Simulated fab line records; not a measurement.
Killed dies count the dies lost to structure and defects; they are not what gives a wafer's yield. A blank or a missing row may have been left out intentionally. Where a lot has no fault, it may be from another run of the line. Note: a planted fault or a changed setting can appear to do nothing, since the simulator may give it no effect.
Split-lot trial :: flow n5_finfet :: route with 1938 steps; 7 lots, 39 wafers read

ABOUT THE SPLIT
At N5_DUMMY_GATE_ETCH_42 (etches SiO2 in CHF3/O2, target depth 3.5 nm, time 31 s), the setting bias_w was moved away from the recipe's 12 W on 18 of the 39 wafers read, by -17.8% to +15.3%. The other wafers ran this setting at the recipe's value.

The reading comes from the split's own step.

THE READING
rf_vpp_V, in V, at N5_DUMMY_GATE_ETCH_42 (etches SiO2 in CHF3/O2, target depth 3.5 nm, time 31 s). Fault-free wafers of this fab line usually give 42.5 V, standard deviation 0.96 V.

wafer: L074.1
tool, chamber at the split: rie_diel-02, 3
bias_w as run, W: 12
against the recipe: recipe
rf_vpp_V, V: 44.4
against lot-mates on the recipe: -

wafer: L074.2
tool, chamber at the split: rie_diel-02, 2
bias_w as run, W: 13.84
against the recipe: +15.3%
rf_vpp_V, V: 47.3
against lot-mates on the recipe: +3.5

wafer: L074.3
tool, chamber at the split: rie_diel-02, 1
bias_w as run, W: 12
against the recipe: recipe
rf_vpp_V, V: 44.2
against lot-mates on the recipe: -

wafer: L074.4
tool, chamber at the split: rie_diel-02, 0
bias_w as run, W: 13.84
against the recipe: +15.3%
rf_vpp_V, V: 47.9
against lot-mates on the recipe: +4.1

wafer: L074.5
tool, chamber at the split: rie_diel-02, 2
bias_w as run, W: 12
against the recipe: recipe
rf_vpp_V, V: 42.9
against lot-mates on the recipe: -

wafer: L074.6
tool, chamber at the split: rie_diel-02, 3
bias_w as run, W: 13.84
against the recipe: +15.3%
rf_vpp_V, V: 48.4
against lot-mates on the recipe: +4.6

wafer: L078.2
tool, chamber at the split: rie_diel-02, 2
bias_w as run, W: 12
against the recipe: recipe
rf_vpp_V, V: 42.3
against lot-mates on the recipe: -

wafer: L078.4
tool, chamber at the split: rie_diel-02, 0
bias_w as run, W: 12
against the recipe: recipe
rf_vpp_V, V: 44.3
against lot-mates on the recipe: -

wafer: L078.6
tool, chamber at the split: rie_diel-02, 1
bias_w as run, W: 12
against the recipe: recipe
rf_vpp_V, V: 43.9
against lot-mates on the recipe: -

wafer: L084.1
tool, chamber at the split: rie_diel-03, 0
bias_w as run, W: 12
against the recipe: recipe
rf_vpp_V, V: 42.4
against lot-mates on the recipe: -

wafer: L084.2
tool, chamber at the split: rie_diel-03, 3
bias_w as run, W: 12.75
against the recipe: +6.2%
rf_vpp_V, V: 44.0
against lot-mates on the recipe: +1.8

wafer: L084.3
tool, chamber at the split: rie_diel-03, 1
bias_w as run, W: 12
against the recipe: recipe
rf_vpp_V, V: 42.1
against lot-mates on the recipe: -

wafer: L084.4
tool, chamber at the split: rie_diel-03, 2
bias_w as run, W: 12
against the recipe: recipe
rf_vpp_V, V: 42.1
against lot-mates on the recipe: -

wafer: L084.5
tool, chamber at the split: rie_diel-03, 1
bias_w as run, W: 12.75
against the recipe: +6.2%
rf_vpp_V, V: 45.6
against lot-mates on the recipe: +3.4

wafer: L084.6
tool, chamber at the split: rie_diel-03, 2
bias_w as run, W: 12.75
against the recipe: +6.2%
rf_vpp_V, V: 43.5
against lot-mates on the recipe: +1.3

wafer: L086.1
tool, chamber at the split: rie_diel-03, 2
bias_w as run, W: 13.07
against the recipe: +8.9%
rf_vpp_V, V: 45.2
against lot-mates on the recipe: +2.6

wafer: L086.2
tool, chamber at the split: rie_diel-03, 3
bias_w as run, W: 13.07
against the recipe: +8.9%
rf_vpp_V, V: 43.3
against lot-mates on the recipe: +0.7

wafer: L086.3
tool, chamber at the split: rie_diel-03, 0
bias_w as run, W: 12
against the recipe: recipe
rf_vpp_V, V: 42.4
against lot-mates on the recipe: -

wafer: L086.4
tool, chamber at the split: rie_diel-03, 1
bias_w as run, W: 12
against the recipe: recipe
rf_vpp_V, V: 42.8
against lot-mates on the recipe: -

wafer: L086.5
tool, chamber at the split: rie_diel-03, 1
bias_w as run, W: 13.07
against the recipe: +8.9%
rf_vpp_V, V: 46.0
against lot-mates on the recipe: +3.4

wafer: L086.6
tool, chamber at the split: rie_diel-03, 0
bias_w as run, W: 12
against the recipe: recipe
rf_vpp_V, V: 42.6
against lot-mates on the recipe: -

wafer: L089.1
tool, chamber at the split: rie_diel-04, 3
bias_w as run, W: 10.23
against the recipe: -14.7%
rf_vpp_V, V: 39.6
against lot-mates on the recipe: -2.1

wafer: L089.2
tool, chamber at the split: rie_diel-04, 1
bias_w as run, W: 10.23
against the recipe: -14.7%
rf_vpp_V, V: 36.9
against lot-mates on the recipe: -4.8

wafer: L089.3
tool, chamber at the split: rie_diel-04, 2
bias_w as run, W: 12
against the recipe: recipe
rf_vpp_V, V: 42.9
against lot-mates on the recipe: -

wafer: L089.4
tool, chamber at the split: rie_diel-04, 0
bias_w as run, W: 10.23
against the recipe: -14.7%
rf_vpp_V, V: 37.8
against lot-mates on the recipe: -3.9

wafer: L089.5
tool, chamber at the split: rie_diel-04, 2
bias_w as run, W: 12
against the recipe: recipe
rf_vpp_V, V: 40.8
against lot-mates on the recipe: -

wafer: L089.6
tool, chamber at the split: rie_diel-04, 3
bias_w as run, W: 12
against the recipe: recipe
rf_vpp_V, V: 41.3
against lot-mates on the recipe: -

wafer: L091.1
tool, chamber at the split: rie_diel-02, 1
bias_w as run, W: 12
against the recipe: recipe
rf_vpp_V, V: 42.6
against lot-mates on the recipe: -

wafer: L091.2
tool, chamber at the split: rie_diel-02, 3
bias_w as run, W: 9.869
against the recipe: -17.8%
rf_vpp_V, V: 35.8
against lot-mates on the recipe: -6.8

wafer: L091.3
tool, chamber at the split: rie_diel-02, 0
bias_w as run, W: 12
against the recipe: recipe
rf_vpp_V, V: 43.3
against lot-mates on the recipe: -

wafer: L091.4
tool, chamber at the split: rie_diel-02, 2
bias_w as run, W: 9.869
against the recipe: -17.8%
rf_vpp_V, V: 36.2
against lot-mates on the recipe: -6.4

wafer: L091.5
tool, chamber at the split: rie_diel-02, 1
bias_w as run, W: 9.869
against the recipe: -17.8%
rf_vpp_V, V: 36.6
against lot-mates on the recipe: -6.0

wafer: L091.6
tool, chamber at the split: rie_diel-02, 0
bias_w as run, W: 12
against the recipe: recipe
rf_vpp_V, V: 41.9
against lot-mates on the recipe: -

wafer: L092.1
tool, chamber at the split: rie_diel-02, 2
bias_w as run, W: 12
against the recipe: recipe
rf_vpp_V, V: 42.5
against lot-mates on the recipe: -

wafer: L092.2
tool, chamber at the split: rie_diel-02, 1
bias_w as run, W: 13.08
against the recipe: +9.0%
rf_vpp_V, V: 45.3
against lot-mates on the recipe: +2.3

wafer: L092.3
tool, chamber at the split: rie_diel-02, 3
bias_w as run, W: 12
against the recipe: recipe
rf_vpp_V, V: 43.3
against lot-mates on the recipe: -

wafer: L092.4
tool, chamber at the split: rie_diel-02, 0
bias_w as run, W: 12
against the recipe: recipe
rf_vpp_V, V: 43.3
against lot-mates on the recipe: -

wafer: L092.5
tool, chamber at the split: rie_diel-02, 0
bias_w as run, W: 13.08
against the recipe: +9.0%
rf_vpp_V, V: 43.8
against lot-mates on the recipe: +0.8

wafer: L092.6
tool, chamber at the split: rie_diel-02, 1
bias_w as run, W: 13.08
against the recipe: +9.0%
rf_vpp_V, V: 44.6
against lot-mates on the recipe: +1.6

FIT RESULTS
A straight line over all 39 wafers: rf_vpp_V changes by +0.32 V for each +1% of bias_w; r = +0.94; the points scatter about the line by 0.99 V.
The same after taking each lot's own level away (the mean of its wafers on the recipe; 39 wafers): +0.286 V for each +1%; r = +0.94; scatter 0.89 V.
On that fit, the largest move of bias_w shifts the reading by 5.1 V.
The lots' own levels span 41.67 to 43.83 V, that is 2.3 times the standard deviation above.
In other words, the slope is changed by the lot-to-lot level; the two fits disagree.
Check: for one of the wafers moved furthest among these (-17.8%), held out of the fit, the line's prediction against its lot-mates is -4.97 V. Against them it came out at -6.8 V.
Tool readings at the split's step, against how far the setting was moved: rf_vpp_V r = +0.94.

THESE WAFERS: OTHER SPLITS
Other splits were also applied to these wafers ahead of the reading. Each is held against what the fit with the lots' levels taken away leaves over:
other split on the same wafers: N5_FIN_CUT_CUT_ETCH_26 time_s
wafers away from the commonest value: 15
r with rf_vpp_V (lot level and that fit taken away): +0.17

THE FILE'S OWN FIT
rf_vpp_V changes by +0.283 V for each +1% of bias_w, r = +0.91.
